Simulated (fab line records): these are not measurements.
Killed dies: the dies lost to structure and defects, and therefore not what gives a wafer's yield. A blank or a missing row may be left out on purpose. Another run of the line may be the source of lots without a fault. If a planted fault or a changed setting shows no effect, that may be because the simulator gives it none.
Problem report, 8D (eight disciplines) form, completed by code    flow n5Finfet    the parts of the form that need people (team, actions taken, sign-off) are left out
Where a reading is given only as a bound, like >300, the bound stands for it, and a mean or a difference that rests on one is marked > or <: the true number lies beyond.

## 1. WHAT WENT WRONG
rawDefectCount at N5_MIM_TOP_LITHO_INSPECT_12 reads a mean of >290 on 6 wafers of 2 lots; wafers without a fault read 2.1 with a standard deviation of 1.5. So: +99 or more standard deviations from the usual mean.
The step: inspects for defects (macro).
The first sign was on wafer L664.1 at day 14 15:56, on defectInspect-01. The record has a number at this step for 12 wafers belonging to 4 lots. By rule, "out" or "out of limits" means more than 4 standard deviations away from the usual mean. The rest of the wafers with a number are treated as sound.

## 2. WHAT IT IS AND WHAT IT IS NOT
question                     is                      is not
which readings at this step  rawDefectCount          -
which lots                   L664, L665              L653, L672
which wafers of those lots   all that have a number  -
read on which gauges         defectInspect-01        defectInspect-02
when                         from day 14 15:56       up to then (3 sound wafers); but 3 sound wafers of L672 came after

## 3. WHAT RULES OUT EACH SUSPECT
Counting: a tool at any process step up to the reading remains a suspect when it ran all the lots that are out and ran no sound lot after the first of those.
- ruled out: the gauge at N5_MIM_TOP_LITHO_INSPECT_12. All the wafers that are out were read on defectInspect-01, but those of them that N5_PASSIVATION_PROBE_49 has rows for are out there too, on other tools.
- pvdSputter-01 at N5_MIM_BOT_SPUTTER_00 (material TiN, target thk 35 nm, time 89.7 s): kept. All lots that are out passed through it, beginning with L664 at day 14 14:36, and no sound lot followed; its final sound lot before that point was L653 at day 11 06:12.
Left after counting: pvdSputter-01 at N5_MIM_BOT_SPUTTER_00.

## 4. THE CAUSE (what the simulator had put in)
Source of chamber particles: pvdSputter-01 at N5_MIM_BOT_SPUTTER_00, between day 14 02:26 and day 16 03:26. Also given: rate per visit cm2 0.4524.
After counting, this tool was the only one left.

## 5. THE CHAIN OF EFFECTS, in route order
Each row: a reading where the mean over the struck wafers with a number is more than 3 standard deviations away from the usual. Scope: only readings with a usual standard deviation given in the record; hours: median across lots of the time from each lot's start at the first step in this table that gives one to its start at this step; sigmas: change in usual standard deviations.
hours  step                         reading              usual   on struck wafers  change  sigmas
0      N5_MIM_TOP_LITHO_INSPECT_12  rawDefectCount       2.1     >290              >+288   +99 or more
12     N5_PASSIVATION_PROBE_49      defectLimitedYield   91.0 %  83.7              -7.3    -4.9
12     N5_PASSIVATION_PROBE_49      killedAtOther        4       98                +94     +30
12     N5_PASSIVATION_PROBE_49      killedDies           106     192               +86     +5.1
12     N5_PASSIVATION_PROBE_49      sort_bin_5_function  5.2 %   10.8              +5.6    +5.7
12     N5_PASSIVATION_PROBE_49      sortNPass            1074    988               -86     -5.1
12     N5_PASSIVATION_PROBE_49      sortYieldPct         91.0 %  83.7              -7.3    -4.9
Process steps it contains:
- N5_PASSIVATION_PROBE_49

## 6. HOW IT WOULD HAVE BEEN CAUGHT EARLIER
14 hours passed between the start of the fault at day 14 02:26 and the first reading out of limits at a measuring or inspecting step in this record, taken at day 14 15:56.
Of the tool readings at N5_MIM_BOT_SPUTTER_00 for which the record gives a usual standard deviation, none was out on any struck wafer, so an alarm limit of 4 standard deviations on them would not have fired.
Among the 2 lots that are out, L665 began N5_MIM_BOT_SPUTTER_00 on pvdSputter-01 after day 14 15:56. Holding the tool at that time would have saved it.
